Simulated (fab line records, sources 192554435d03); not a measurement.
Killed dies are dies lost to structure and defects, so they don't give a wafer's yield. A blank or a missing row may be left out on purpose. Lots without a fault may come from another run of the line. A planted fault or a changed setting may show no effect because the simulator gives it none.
Problem report in the 8D (eight disciplines) form, filled by code | flow n5_finfet | the parts of the form that need people (team, actions taken, sign-off) are left out

1. THE PROBLEM
rf_fwd_power_W at N5_BEOL_M7_ETCH_62 reads a mean of 635.6 W on 6 wafers of 2 lots; wafers without a fault read 837.1 W with a standard deviation of 2.6. That is -78 standard deviations from the usual mean.
The step: etches SOC in N2/H2, target depth 110 nm, overetch 22 nm, time 165 s.
First seen on wafer L859.1, day 12 00:42, on rie_diel-05. The record holds 28 wafers of 10 lots with a number at this step. Rule for "out", or "out of limits": more than 4 standard deviations from the usual mean. The other wafers with a number count as sound.

2. WHAT IT IS AND WHAT IT IS NOT
question                    | is                       | is not
which readings at this step | rf_fwd_power_W, rf_vpp_V | drypump_motor_current_A, oes_product_au, showerhead_plenum_p_Torr, throttle_valve_pct
which lots                  | L859, L861               | L851, L854, L865, L867, L868, L869, L870, L871
which wafers of those lots  | all that have a number   | -
read on which tools         | rie_diel-05              | rie_diel-03, rie_diel-04
when                        | from day 12 00:42        | up to then (6 sound wafers); but 16 sound wafers of L865, L867, L868, L869, L870, L871 came after

3. SUSPECTS, AND WHAT RULES EACH OUT
Counting: a tool at a process step up to the reading stays a suspect if it ran every lot that is out and no sound lot after the first of them.
- rie_diel-05 at N5_BEOL_M7_DESCUM_16 (chemistry O2, time 7.9 s): kept. It ran every lot that is out, first L859 (day 12 00:37), and no sound lot after that; its last sound lot up to then is L854 (day 10 12:06).
- rie_diel-05 at N5_BEOL_M7_ETCH_62 (etches SOC in N2/H2, target depth 110 nm, overetch 22 nm, time 165 s): kept. It ran every lot that is out, first L859 (day 12 00:42), and no sound lot after that; its last sound lot up to then is L854 (day 10 12:11). Its own readings are out on those wafers: rf_fwd_power_W, rf_vpp_V.
Left after counting: rie_diel-05 at N5_BEOL_M7_DESCUM_16, rie_diel-05 at N5_BEOL_M7_ETCH_62.

4. THE CAUSE (what the simulator had put in)
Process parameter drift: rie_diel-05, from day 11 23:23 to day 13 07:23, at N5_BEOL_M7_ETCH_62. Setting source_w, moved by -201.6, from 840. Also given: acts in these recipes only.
Counting left 2 suspects, and this tool is among them.

5. THE CHAIN OF EFFECTS, in route order
Each row: a reading whose mean over the struck wafers that have a number lies more than 3 standard deviations from the usual. Only readings for which the record gives a usual standard deviation are gone through. hours: the time from each lot's start at the first step in this table that gives one to its start at this step, as a median over the lots. sigmas: the change in usual standard deviations.
hours | step                    | reading              | usual   | on struck wafers | change | sigmas
0     | N5_BEOL_M7_ETCH_62      | rf_fwd_power_W       | 837.1 W | 635.6            | -201.5 | -78
0     | N5_BEOL_M7_ETCH_62      | rf_vpp_V             | 525.3 V | 575.3            | +50.0  | +21
81    | N5_PASSIVATION_PROBE_49 | defect_limited_yield | 91.4 %  | 86.3             | -5.1   | -3.6
81    | N5_PASSIVATION_PROBE_49 | killed_at_M4_up      | 14      | 58               | +44    | +7.2
81    | N5_PASSIVATION_PROBE_49 | killed_dies          | 102     | 161              | +59    | +3.5
81    | N5_PASSIVATION_PROBE_49 | killed_on_rim        | 14      | 28               | +14    | +3.5
81    | N5_PASSIVATION_PROBE_49 | sort_bin_5_function  | 5.1 %   | 9.6              | +4.5   | +4.8
81    | N5_PASSIVATION_PROBE_49 | sort_n_pass          | 1078    | 1019             | -59    | -3.5
81    | N5_PASSIVATION_PROBE_49 | sort_yield_pct       | 91.3 %  | 86.3             | -5.0   | -3.3
The process steps in it:
- N5_BEOL_M7_ETCH_62: etches SOC in N2/H2, target depth 110 nm, overetch 22 nm, time 165 s.
- N5_PASSIVATION_PROBE_49

6. WHAT WOULD HAVE CAUGHT IT SOONER
In this record the first reading out of limits was taken at day 12 00:42, 1 hour after the fault began at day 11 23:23.
